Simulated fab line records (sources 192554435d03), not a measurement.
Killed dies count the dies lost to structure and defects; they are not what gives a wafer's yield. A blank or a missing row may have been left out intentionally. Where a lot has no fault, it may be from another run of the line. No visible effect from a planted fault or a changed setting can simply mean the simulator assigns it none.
Split-lot experiment :: flow n5 finfet :: route with 1938 steps; 7 lots, 39 wafers read

THE SPLIT ITSELF
At N5_DUMMY_GATE_HM_DEP_06 (deposits SiNx from DCS/NH3, target thk 80 nm, time 5141 s), the setting target thk a was moved away from the recipe's 800 angstrom on 24 of the 39 wafers read, by -14.2% to +7.5%. The other wafers ran this setting at the recipe's value.

Reading taken at the split's own step.

THE READING
SiNx_of_DUMMY_GATE_HM_DEP_06.thk nm (the simulator's own value, which no gauge read), in nm, at N5_DUMMY_GATE_HM_DEP_06 (deposits SiNx from DCS/NH3, target thk 80 nm, time 5141 s). There is no usual value for it anywhere in the file. Across the 15 wafers here that went through the recipe, the average is 79.8 nm and the standard deviation 0.6 nm.

wafer: L075.1
tool, chamber at the split: -, -
target thk a as run, angstrom: 686.7
against the recipe: -14.2%
SiNx_of_DUMMY_GATE_HM_DEP_06.thk nm, nm: 67.4
against lot-mates on the recipe: no lot-mate on the recipe

wafer: L075.3
tool, chamber at the split: -, -
target thk a as run, angstrom: 686.7
against the recipe: -14.2%
SiNx_of_DUMMY_GATE_HM_DEP_06.thk nm, nm: 67.4
against lot-mates on the recipe: no lot-mate on the recipe

wafer: L075.5
tool, chamber at the split: -, -
target thk a as run, angstrom: 686.7
against the recipe: -14.2%
SiNx_of_DUMMY_GATE_HM_DEP_06.thk nm, nm: 67.4
against lot-mates on the recipe: no lot-mate on the recipe

wafer: L075.2
tool, chamber at the split: -, -
target thk a as run, angstrom: 686.7
against the recipe: -14.2%
SiNx_of_DUMMY_GATE_HM_DEP_06.thk nm, nm: 67
against lot-mates on the recipe: no lot-mate on the recipe

wafer: L075.4
tool, chamber at the split: -, -
target thk a as run, angstrom: 686.7
against the recipe: -14.2%
SiNx_of_DUMMY_GATE_HM_DEP_06.thk nm, nm: 67.6
against lot-mates on the recipe: no lot-mate on the recipe

wafer: L075.6
tool, chamber at the split: -, -
target thk a as run, angstrom: 686.7
against the recipe: -14.2%
SiNx_of_DUMMY_GATE_HM_DEP_06.thk nm, nm: 68.2
against lot-mates on the recipe: no lot-mate on the recipe

wafer: L079.1
tool, chamber at the split: -, -
target thk a as run, angstrom: 800
against the recipe: recipe
SiNx_of_DUMMY_GATE_HM_DEP_06.thk nm, nm: 78.6
against lot-mates on the recipe: -

wafer: L079.2
tool, chamber at the split: -, -
target thk a as run, angstrom: 800
against the recipe: recipe
SiNx_of_DUMMY_GATE_HM_DEP_06.thk nm, nm: 80
against lot-mates on the recipe: -

wafer: L079.3
tool, chamber at the split: -, -
target thk a as run, angstrom: 800
against the recipe: recipe
SiNx_of_DUMMY_GATE_HM_DEP_06.thk nm, nm: 79.6
against lot-mates on the recipe: -

wafer: L079.4
tool, chamber at the split: -, -
target thk a as run, angstrom: 800
against the recipe: recipe
SiNx_of_DUMMY_GATE_HM_DEP_06.thk nm, nm: 79.2
against lot-mates on the recipe: -

wafer: L079.5
tool, chamber at the split: -, -
target thk a as run, angstrom: 800
against the recipe: recipe
SiNx_of_DUMMY_GATE_HM_DEP_06.thk nm, nm: 79.8
against lot-mates on the recipe: -

wafer: L079.6
tool, chamber at the split: -, -
target thk a as run, angstrom: 800
against the recipe: recipe
SiNx_of_DUMMY_GATE_HM_DEP_06.thk nm, nm: 79
against lot-mates on the recipe: -

wafer: L081.1
tool, chamber at the split: -, -
target thk a as run, angstrom: 860
against the recipe: +7.5%
SiNx_of_DUMMY_GATE_HM_DEP_06.thk nm, nm: 87.4
against lot-mates on the recipe: no lot-mate on the recipe

wafer: L081.6
tool, chamber at the split: -, -
target thk a as run, angstrom: 860
against the recipe: +7.5%
SiNx_of_DUMMY_GATE_HM_DEP_06.thk nm, nm: 87.4
against lot-mates on the recipe: no lot-mate on the recipe

wafer: L081.2
tool, chamber at the split: -, -
target thk a as run, angstrom: 860
against the recipe: +7.5%
SiNx_of_DUMMY_GATE_HM_DEP_06.thk nm, nm: 87
against lot-mates on the recipe: no lot-mate on the recipe

wafer: L081.3
tool, chamber at the split: -, -
target thk a as run, angstrom: 860
against the recipe: +7.5%
SiNx_of_DUMMY_GATE_HM_DEP_06.thk nm, nm: 87
against lot-mates on the recipe: no lot-mate on the recipe

wafer: L081.4
tool, chamber at the split: -, -
target thk a as run, angstrom: 860
against the recipe: +7.5%
SiNx_of_DUMMY_GATE_HM_DEP_06.thk nm, nm: 87.2
against lot-mates on the recipe: no lot-mate on the recipe

wafer: L081.5
tool, chamber at the split: -, -
target thk a as run, angstrom: 860
against the recipe: +7.5%
SiNx_of_DUMMY_GATE_HM_DEP_06.thk nm, nm: 87.2
against lot-mates on the recipe: no lot-mate on the recipe

wafer: L087.1
tool, chamber at the split: -, -
target thk a as run, angstrom: 800
against the recipe: recipe
SiNx_of_DUMMY_GATE_HM_DEP_06.thk nm, nm: 80.2
against lot-mates on the recipe: -

wafer: L087.2
tool, chamber at the split: -, -
target thk a as run, angstrom: 800
against the recipe: recipe
SiNx_of_DUMMY_GATE_HM_DEP_06.thk nm, nm: 80.2
against lot-mates on the recipe: -

wafer: L087.3
tool, chamber at the split: -, -
target thk a as run, angstrom: 800
against the recipe: recipe
SiNx_of_DUMMY_GATE_HM_DEP_06.thk nm, nm: 80.6
against lot-mates on the recipe: -

wafer: L087.5
tool, chamber at the split: -, -
target thk a as run, angstrom: 800
against the recipe: recipe
SiNx_of_DUMMY_GATE_HM_DEP_06.thk nm, nm: 80.6
against lot-mates on the recipe: -

wafer: L087.6
tool, chamber at the split: -, -
target thk a as run, angstrom: 800
against the recipe: recipe
SiNx_of_DUMMY_GATE_HM_DEP_06.thk nm, nm: 80.6
against lot-mates on the recipe: -

wafer: L087.4
tool, chamber at the split: -, -
target thk a as run, angstrom: 800
against the recipe: recipe
SiNx_of_DUMMY_GATE_HM_DEP_06.thk nm, nm: 80.4
against lot-mates on the recipe: -

wafer: L089.3
tool, chamber at the split: lpcvd-01, 1/50,1/64
target thk a as run, angstrom: 800
against the recipe: recipe
SiNx_of_DUMMY_GATE_HM_DEP_06.thk nm, nm: 79.4
against lot-mates on the recipe: -

wafer: L089.6
tool, chamber at the split: lpcvd-01, 1/50,1/64
target thk a as run, angstrom: 800
against the recipe: recipe
SiNx_of_DUMMY_GATE_HM_DEP_06.thk nm, nm: 79.4
against lot-mates on the recipe: -

wafer: L089.4
tool, chamber at the split: lpcvd-01, 1/54
target thk a as run, angstrom: 800
against the recipe: recipe
SiNx_of_DUMMY_GATE_HM_DEP_06.thk nm, nm: 79.6
against lot-mates on the recipe: -

wafer: L091.1
tool, chamber at the split: -, -
target thk a as run, angstrom: 734.4
against the recipe: -8.2%
SiNx_of_DUMMY_GATE_HM_DEP_06.thk nm, nm: 71.8
against lot-mates on the recipe: no lot-mate on the recipe

wafer: L091.2
tool, chamber at the split: -, -
target thk a as run, angstrom: 734.4
against the recipe: -8.2%
SiNx_of_DUMMY_GATE_HM_DEP_06.thk nm, nm: 72.6
against lot-mates on the recipe: no lot-mate on the recipe

wafer: L091.6
tool, chamber at the split: -, -
target thk a as run, angstrom: 734.4
against the recipe: -8.2%
SiNx_of_DUMMY_GATE_HM_DEP_06.thk nm, nm: 72.6
against lot-mates on the recipe: no lot-mate on the recipe

wafer: L091.3
tool, chamber at the split: -, -
target thk a as run, angstrom: 734.4
against the recipe: -8.2%
SiNx_of_DUMMY_GATE_HM_DEP_06.thk nm, nm: 72
against lot-mates on the recipe: no lot-mate on the recipe

wafer: L091.4
tool, chamber at the split: -, -
target thk a as run, angstrom: 734.4
against the recipe: -8.2%
SiNx_of_DUMMY_GATE_HM_DEP_06.thk nm, nm: 72
against lot-mates on the recipe: no lot-mate on the recipe

wafer: L091.5
tool, chamber at the split: -, -
target thk a as run, angstrom: 734.4
against the recipe: -8.2%
SiNx_of_DUMMY_GATE_HM_DEP_06.thk nm, nm: 71.6
against lot-mates on the recipe: no lot-mate on the recipe

wafer: L097.1
tool, chamber at the split: -, -
target thk a as run, angstrom: 847
against the recipe: +5.9%
SiNx_of_DUMMY_GATE_HM_DEP_06.thk nm, nm: 83.2
against lot-mates on the recipe: no lot-mate on the recipe

wafer: L097.2
tool, chamber at the split: -, -
target thk a as run, angstrom: 847
against the recipe: +5.9%
SiNx_of_DUMMY_GATE_HM_DEP_06.thk nm, nm: 83.8
against lot-mates on the recipe: no lot-mate on the recipe

wafer: L097.4
tool, chamber at the split: -, -
target thk a as run, angstrom: 847
against the recipe: +5.9%
SiNx_of_DUMMY_GATE_HM_DEP_06.thk nm, nm: 83.8
against lot-mates on the recipe: no lot-mate on the recipe

wafer: L097.3
tool, chamber at the split: -, -
target thk a as run, angstrom: 847
against the recipe: +5.9%
SiNx_of_DUMMY_GATE_HM_DEP_06.thk nm, nm: 84.2
against lot-mates on the recipe: no lot-mate on the recipe

wafer: L097.5
tool, chamber at the split: -, -
target thk a as run, angstrom: 847
against the recipe: +5.9%
SiNx_of_DUMMY_GATE_HM_DEP_06.thk nm, nm: 83.4
against lot-mates on the recipe: no lot-mate on the recipe

wafer: L097.6
tool, chamber at the split: -, -
target thk a as run, angstrom: 847
against the recipe: +5.9%
SiNx_of_DUMMY_GATE_HM_DEP_06.thk nm, nm: 84
against lot-mates on the recipe: no lot-mate on the recipe
When a row names more than one chamber, that row covers several wafers, and the file does not tell which wafer ran in which chamber.

THE FIT
A straight line over all 39 wafers: SiNx_of_DUMMY_GATE_HM_DEP_06.thk nm changes by +0.878 nm for each +1% of target thk a; r = +0.99; the points scatter about the line by 0.77 nm.
Too few moved wafers with a lot-mate on the recipe to fit a line net of each lot's own level.

THE FILE'S OWN FIT
SiNx_of_DUMMY_GATE_HM_DEP_06.thk nm changes by +0.878 nm for each +1% of target thk a, r = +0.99.
